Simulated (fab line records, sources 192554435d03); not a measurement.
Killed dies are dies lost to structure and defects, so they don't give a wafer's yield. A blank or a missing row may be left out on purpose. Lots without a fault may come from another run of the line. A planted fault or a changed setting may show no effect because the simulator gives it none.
A struck lot beside a sound one | flow n5_finfet | 37 steps out of a route of 1938
Sound: wafers L734.2, L734.4, L734.6. Struck: wafer L733.6. (L733.1, L733.4 of the same lot were not struck and are left out.) The cause comes at the end.
At each step with rows: each side's tool, then ch and its chambers, then its first start. Under that, the readings that differ: sound wafers | struck wafers | difference of the means | sigmas: that difference in standard deviations of wafers without a fault.
alike: readings whose means differ by less than 2 such deviations, and words and numbers that are the same on both sides. not compared: withheld readings, readings that some wafer has no value for, bounds like >300 that may hide the same value, and numbers for which the record gives no deviation and whose values overlap.
The two part at a step that has a row with sigmas, a row that says differs or no value, or rows on one side only. Numbers that don't overlap but have no deviation are shown without sigmas and don't part them. A reading that every wafer of one side lacks parts them only if that side has two wafers or more.

first, 9 steps without rows for these wafers: N5_BEOL_M3_ANNEAL_95 (time 240 s); N5_BEOL_M3_SPUTTER_96 (material Cu, target thk 4.5 nm, time 8.29 s); N5_BEOL_M3_ECD_50 (material Cu, target thk 300 nm); N5_BEOL_M3_ANNEAL_51 (time 90 s); N5_BEOL_M3_CMP_52 (polishes, stops on SiOC, t overpolish 6.8 s, target thk 40 nm); N5_BEOL_M3_PRE_CLEAN_60 (time 15 s); N5_BEOL_M3_CO_CAP_55 (material Co, precursor CCTBA/H2, target thk 2 nm, time 102.1 s); N5_BEOL_M3_PRE_CLEAN_56 (time 15 s); N5_BEOL_M3_DEP_57 (deposits SiCN from 3MS/NH3, target thk 8 nm, time 14 s).
N5_BEOL_M4_ILD_DEP_00: deposits SiOC from DEMS/O2, target thk 79 nm, time 15.3 s.
  sound on pecvd-02 ch 1,2, day 13 18:15; struck on pecvd-01 ch 0, day 12 22:42
  reading                                      | sound          | struck | difference | sigmas
  heater_power_w (W)                           | 335 336 525    | 628    | +229       | +3
  model.SiOC_of_BEOL_M4_ILD_DEP_00.thk_nm (nm) | 79.4 80.4 79.8 | 90.4   | +10.5      |
  alike: rf_fwd_power_W, showerhead_plenum_p_Torr, throttle_valve_pct
N5_BEOL_M4_THK_MEAS_01:
  sound on film_metro-01, day 13 18:19; struck on film_metro-02, day 12 22:46
  reading         | sound          | struck | difference | sigmas
  M4_ILD_THK (nm) | 79.4 80.3 79.7 | 90.5   | +10.7      | +10
then, 24 steps without rows for these wafers: N5_BEOL_M4_PECVD_72 (deposits SiO2 from TEOS/O2, target thk 16 nm, time 18 s); N5_BEOL_M4_HM_DEP_02 (deposits TiN, target thk 20 nm); N5_BEOL_M4_COAT_61 (time 60 s, resist thk 60 nm); N5_BEOL_M4_COAT_62 (time 60 s, resist thk 12 nm); N5_BEOL_M4_COAT_73 (time 60 s, resist thk 5 nm); N5_BEOL_M4_COAT_05 (resist thk 30 nm); N5_BEOL_M4_EBR_07; N5_BEOL_M4_SOFTBAKE_06 (time 60 s); N5_BEOL_M4_EXPOSE_08 (exposes mask M4); N5_BEOL_M4_PEB_09 (peb time 60 s); N5_BEOL_M4_DEVELOP_10 (develop time 30 s); N5_BEOL_M4_DESCUM_16 (chemistry O2, time 7 s); N5_BEOL_M4_ETCH_74 (etches underlayer in N2/H2, target depth 6.5 nm, time 5.2 s); N5_BEOL_M4_ETCH_63 (etches SiARC in CF4, target depth 15.6 nm, time 26 s); N5_BEOL_M4_ETCH_64 (etches SOC in N2/H2, target depth 75 nm, overetch 22.5 nm, time 121.9 s); N5_BEOL_M4_STRIP_65 (strips in N2/H2); N5_BEOL_M4_STRIP_75 (strips in N2/H2); N5_BEOL_M4_STRIP_66 (strips in CF4); N5_BEOL_M4_HM_OPEN_17 (chemistry Cl2/BCl3, target TiN, target depth 20 nm, overetch 6 nm); N5_BEOL_M4_STRIP_19 (strips in O2); N5_BEOL_M4_COAT_67 (time 60 s, resist thk 60 nm); N5_BEOL_M4_COAT_68 (time 60 s, resist thk 12 nm); N5_BEOL_M4_COAT_76 (time 60 s, resist thk 5 nm); N5_BEOL_M4_COAT_22 (resist thk 30 nm).
N5_BEOL_M4_CMP_52: polishes, stops on SiOC, t overpolish 6.8 s, target thk 40 nm.
  sound on cmp-01 ch 0,3, day 14 18:02; struck on cmp-03 ch 1, day 13 13:49
  reading                                      | sound          | struck | difference | sigmas
  model.SiOC_of_BEOL_M4_ILD_DEP_00.thk_nm (nm) | 76.4 77.4 76.8 | 87.4   | +10.5      |
  alike: clearing_platen_down_force_psi, head_pressure_psi, motor_current_A, retaining_ring_pressure_frac
N5_BEOL_M4_RC_MEAS_101:
  sound on prober-02 ch 0, day 14 18:53; struck on prober-02 ch 0, day 13 14:20
  reading   | sound          | struck | difference | sigmas
  VT_P (mV) | -250 -251 -250 | -241   | +9         | +3
  alike: DIBL_N, DIBL_P, IOFF_N, IOFF_P, ION_N, ION_P, SS_N, SS_P, VT_N

WHERE THEY PART
First at N5_BEOL_M4_ILD_DEP_00; last, within this record, at N5_BEOL_M4_RC_MEAS_101.

WHY: what the simulator had put in
Process parameter drift: pecvd-01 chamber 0, from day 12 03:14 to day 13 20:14, at N5_BEOL_M4_ILD_DEP_00. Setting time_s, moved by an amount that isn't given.
